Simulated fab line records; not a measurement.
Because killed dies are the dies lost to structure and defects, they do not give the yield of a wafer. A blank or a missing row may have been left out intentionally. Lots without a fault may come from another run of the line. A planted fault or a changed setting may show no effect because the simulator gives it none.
Struck lot and sound lot, side by side -- flow nand-harc -- 14 steps out of a route of 1159
Sound: wafers L147.1, L147.4, L147.6. The struck wafers were L160.2, L160.4, L160.5. The cause is given at the end.
Per side, at each step with rows, come the tool, then ch with its chambers, and then its first start. Under that, the readings that differ: sound wafers -- struck wafers -- difference of the means -- sigmas: that difference in standard deviations of wafers without a fault.
alike: words and numbers the same on both sides, and readings whose means are apart by under 2 such deviations; not compared: readings that were withheld, readings missing a value for some wafer, numbers with overlapping values and no deviation given by the record, and bounds like >300 which may hide the same value.
Wherever a step has rows on one side only, a row that says differs or no value, or a row with sigmas, the two part there. Numbers that have no deviation but don't overlap get no sigmas and don't part them. Lack of a reading on every wafer of one side parts them only where that side has two or more wafers.

first, 1 step without rows for these wafers: NHARC_P_M1_SRD_25.
NHARC_P_M1_INSPECT_27:
  sound on defect-inspect-01, day 6 19:41; struck on defect-inspect-01, day 10 06:17
  alike: raw-defect-count
NHARC_P_M1_PRE_CLEAN_32: time 12 s.
  sound on pecvd-02 ch 0,1, day 6 19:47; struck on pecvd-01 ch 0,1, day 10 06:22
  alike: heater-power-w, susceptor-temp-C
NHARC_P_M1_DEP_33: deposits SiCN, target thk 30 nm.
  sound on pecvd-02 ch 0,1, day 6 19:55; struck on pecvd-01 ch 0,1, day 10 06:28
  alike: heater-power-w, susceptor-temp-C
then, 7 steps without rows for these wafers: NHARC_P_M2_DEP_00 (deposits SiOC, target thk 182.5 nm); NHARC_P_M2_DEHYDRATE_01 (time 120 s); NHARC_P_M2_HMDS_02 (time 30 s); NHARC_P_M2_COAT_34 (time 65 s); NHARC_P_M2_COAT_03 (resist thk 90 nm); NHARC_P_M2_SOFTBAKE_04 (time 55 s); NHARC_P_M2_EBR_05.
NHARC_P_M2_EXPOSE_06: exposes mask P M2, target cd 170 nm.
  sound on arfi-scanner-02 ch 0, day 6 20:57; struck on arfi-scanner-02 ch 0, day 10 07:33
reading,sound,struck,difference,sigmas
exposure-dose-mJ-cm2,80.73 80.71 80.79,80.27 80.28 80.26,-0.47,-5
  alike: mask, stage-vel-mm-s
then, 1 step without rows for these wafers: NHARC_P_M2_PEB_07 (peb time 65 s).
-- jump in the record: it breaks off in module P_M2 and resumes in module END (first step shown: number 1159 of the route), and 12 days separate the struck wafers' starts before and after --
NHARC_END_SORT_01:
  sound on prober-02 ch 0, day 20 02:59; struck on prober-02 ch 0, day 22 19:28
reading,sound,struck,difference,sigmas
defect-limited-yield (%),96.9 97.3 97.3,93.8 93.1,-3.7,-2
killed-at-array,20 15 13,40 43,+26,+2
killed-dies,21 18 18,42 47,+26,+2
sort_bin_4_pct (%),2.2 1.5 1.9,4.7 4.6,+2.8,+3
sort-n-pass,656 659 659,635 630,-26,-2
sort-yield-pct (%),96.9 97.3 97.3,93.8 93.1,-3.7,-2
  alike: killed-at-other, killed-at-periphery, killed-open, killed-short, sort_bin_2_pct, sort_bin_3_pct, sort-rim-yield-pct

## WHERE THEY PART
At NHARC_P_M2_EXPOSE_06 first; at NHARC_END_SORT_01 last (within this record only).

WHY: what the simulator had put in
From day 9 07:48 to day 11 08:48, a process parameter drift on arfi-scanner-02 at NHARC_P_M2_EXPOSE_06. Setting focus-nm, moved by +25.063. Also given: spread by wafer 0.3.
